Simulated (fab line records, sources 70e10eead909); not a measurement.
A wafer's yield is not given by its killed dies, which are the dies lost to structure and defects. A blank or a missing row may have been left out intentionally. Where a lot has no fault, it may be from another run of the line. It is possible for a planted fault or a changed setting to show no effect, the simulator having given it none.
Chamber matching :: flow nand_harc :: NHARC_A_DECK1_JOINT_DEP_16 on pecvd-02: 3 sister chambers
The step deposits SiO2, target thk 45 nm. 6 wafers are shown with their chamber, then 8 later ones without.

WAFERS, EACH WITH ITS CHAMBER
wafer: L154.3
chamber: 2
throttle_valve_pct (%): 15.5
heater_power_w (W): 571

wafer: L154.4
chamber: 2
throttle_valve_pct (%): 15.7
heater_power_w (W): 581

wafer: L154.6
chamber: 1
throttle_valve_pct (%): 16.4
heater_power_w (W): 647

wafer: L155.4
chamber: 1
throttle_valve_pct (%): 16.7
heater_power_w (W): 648

wafer: L155.6
chamber: 0
throttle_valve_pct (%): 17.3
heater_power_w (W): 745

wafer: L158.3
chamber: 0
throttle_valve_pct (%): 17.3
heater_power_w (W): 781

WAFERS MISSING THEIR CHAMBER
wafer: L158.4
throttle_valve_pct (%): 15.7
heater_power_w (W): 527

wafer: L158.6
throttle_valve_pct (%): 16.8
heater_power_w (W): 697

wafer: L160.4
throttle_valve_pct (%): 15.9
heater_power_w (W): 582

wafer: L160.5
throttle_valve_pct (%): 16.7
heater_power_w (W): 689

wafer: L160.6
throttle_valve_pct (%): 17.4
heater_power_w (W): 666

wafer: L164.4
throttle_valve_pct (%): 15.9
heater_power_w (W): 502

wafer: L164.5
throttle_valve_pct (%): 16.9
heater_power_w (W): 601

wafer: L164.6
throttle_valve_pct (%): 17.1
heater_power_w (W): 697

WHICH CHAMBER EACH WENT THROUGH
wafer: L158.4
from the rows above: 2
in truth: 2

wafer: L158.6
from the rows above: can't be placed: 1 or 0
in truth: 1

wafer: L160.4
from the rows above: 2
in truth: 2

wafer: L160.5
from the rows above: 1
in truth: 1

wafer: L160.6
from the rows above: can't be placed: 1 or 0
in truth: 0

wafer: L164.4
from the rows above: 2
in truth: 2

wafer: L164.5
from the rows above: 1
in truth: 1

wafer: L164.6
from the rows above: can't be placed: 0 or 1
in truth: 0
Placed correctly: 5 of 8. These rows do not allow placing 3 (true chamber among the candidates in 3). Placed wrongly: 0.
How it was worked out, from the rows above alone: a wafer's distance from a chamber is the root of the sum, over the readings, of the square of ((its reading less the chamber's mean) divided by the reading's scatter). If the next closest chamber is less than 2 further off than the closest, the wafer can't be placed; otherwise it belongs to the closest. For every chamber, the mean is computed from those of its wafers that are shown. The scatter: the root of (the sum of the squares of (reading less its chamber's mean) over the shown wafers, divided by (wafers less chambers)).
